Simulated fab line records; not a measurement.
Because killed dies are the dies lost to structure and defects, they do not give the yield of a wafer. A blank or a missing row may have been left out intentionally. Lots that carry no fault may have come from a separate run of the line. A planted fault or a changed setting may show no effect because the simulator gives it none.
Split-lot study ; flow n5-finfet ; 21 wafers read across 7 lots, on a route 1938 steps long

ABOUT THE SPLIT
At N5_BEOL_M10_TRENCH_ETCH_37 (etches SiCOH lowk in C4F6/O2, target depth 148.83 nm, time 48 s), the setting time-s was moved away from the recipe's 48 s on 5 of the 21 wafers read, by -10.1% to +18.0%. All remaining wafers had this setting at the recipe value.

FROM THE SPLIT TO THE READING: what the file shows between them, 16 steps
- N5_BEOL_M10_ETCH_41: etches SiCN in CH3F/O2, target depth 42.6 nm, time 86 s
- N5_BEOL_M10_STRIP_77: strips in N2/H2, time 10 s
- N5_BEOL_M10_OCD_MEAS_38
- N5_BEOL_M10_HM_STRIP_39: strips TiN in peroxide tin strip, target depth 25 nm, time 158 s
- N5_BEOL_M10_SRD_40: time 30 s
- N5_BEOL_M10_PRECLEAN_42: cleans in residue remover, time 60 s
- N5_BEOL_M10_SRD_43: time 30 s
- N5_BEOL_M10_CD_MEAS_35: target cd 70 nm
- N5_BEOL_M10_CURE_72: cures SiCOH lowk, time 120 s
- N5_BEOL_M10_DEGAS_44: time 60 s
- N5_BEOL_M10_ECD_50: material Cu, target thk 318 nm
- N5_BEOL_M10_ANNEAL_51: time 90 s
- N5_BEOL_M10_CMP_52: polishes, stops on SiCOH lowk, t overpolish 7 s, target thk 140 nm
- N5_BEOL_M10_THK_MEAS_53: measures by xrf
- N5_BEOL_M10_PRE_CLEAN_55: time 15 s
- N5_BEOL_M10_DEP_56: deposits SiCN from 3MS/NH3, target thk 15 nm, time 26.5 s

THE READING
M10_RS in ohm/sq, measured at N5_BEOL_M10_RS_MEAS_57 by four-point-probe. A value of 0.151 ohm/sq with a standard deviation of 0.0033 ohm/sq is what fault-free wafers of this fab line usually give.

wafer;tool, chamber at the split;time-s as run, s;against the recipe;M10_RS, ohm/sq;against lot-mates on the recipe
L079.1;rie-diel-05, 3;48;recipe;0.152;-
L079.4;rie-diel-05, 2;48;recipe;0.147;-
L079.5;rie-diel-05, 3;48;recipe;0.151;-
L081.2;rie-diel-03, 3;48;recipe;0.149;-
L081.3;rie-diel-03, 2;48;recipe;0.149;-
L081.6;rie-diel-03, 0;48;recipe;0.149;-
L083.1;rie-diel-05, 0;48;recipe;0.143;-
L083.3;rie-diel-05, 1;48;recipe;0.152;-
L083.5;rie-diel-05, 1;48;recipe;0.150;-
L090.1;rie-diel-02, 3;48;recipe;0.153;-
L090.5;rie-diel-02, 0;43.15;-10.1%;0.178;+0.025
L090.6;rie-diel-02, 3;43.15;-10.1%;0.169;+0.016
L091.1;rie-diel-05, 2;48;recipe;0.151;-
L091.2;rie-diel-05, 0;48;recipe;0.145;-
L091.5;rie-diel-05, 0;44.16;-8.0%;0.157;+0.009
L086.3;rie-diel-02, 1;48;recipe;0.152;-
L086.5;rie-diel-02, 0;56.63;+18.0%;0.128;-0.024
L086.6;rie-diel-02, 3;56.63;+18.0%;0.125;-0.027
L092.4;rie-diel-05, 0;48;recipe;0.146;-
L092.5;rie-diel-05, 3;48;recipe;0.149;-
L092.6;rie-diel-05, 2;48;recipe;0.152;-

FIT RESULTS
A straight line over all 21 wafers: M10_RS changes by -0.00151 ohm/sq for each +1% of time-s; r = -0.92; the points scatter about the line by 0.0044 ohm/sq.
The same after taking each lot's own level away (the mean of its wafers on the recipe; 21 wafers): -0.00154 ohm/sq for each +1%; r = -0.96; scatter 0.0033 ohm/sq.
Per that fit: largest time-s move, reading shift of 0.028 ohm/sq.
The lots' own levels span 0.1480 to 0.1530 ohm/sq, that is 1.5 times the standard deviation above.
Hence the lot-to-lot level has little effect on the slope; both slopes agree.
Check: -0.0291 ohm/sq against its lot-mates is what the line predicts for one of the wafers moved furthest among these (+18.0%) when that wafer is left out of the fit. It came out at -0.024 ohm/sq against them.

THE WHOLE CHAIN: every reading that the file lists as answering this split, in the file's order
step;what it does;reading;change (the file's fit);r (the file's)
N5_BEOL_M10_TRENCH_ETCH_37;etches SiCOH lowk in C4F6/O2, target depth 148.83 nm, time 48 s;BEOL_M10.feature-depth-nm (the simulator's own value, which no gauge read);+1.39 nm for each +1% of the setting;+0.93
N5_BEOL_M10_TRENCH_ETCH_37;etches SiCOH lowk in C4F6/O2, target depth 148.83 nm, time 48 s;etch.depth-nm (the simulator's own value, which no gauge read);+1.39 nm for each +1% of the setting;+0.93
N5_BEOL_M10_OCD_MEAS_38;;trench-depth-nm;+1.39 nm for each +1% of the setting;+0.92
N5_BEOL_M10_CMP_52;polishes, stops on SiCOH lowk, t overpolish 7 s, target thk 140 nm;Cu_of_BEOL_M10_ECD_50.thk-nm (the simulator's own value, which no gauge read);+1.37 nm for each +1% of the setting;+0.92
N5_BEOL_M10_THK_MEAS_53;measures by xrf;M10_THK;+1.33 for each +1% of the setting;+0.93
N5_BEOL_M10_RS_MEAS_57;measures by four-point-probe;M10_RS;-0.00151 for each +1% of the setting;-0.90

FILE'S OWN FIT
M10_RS changes by -0.00151 ohm/sq for each +1% of time-s, r = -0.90.
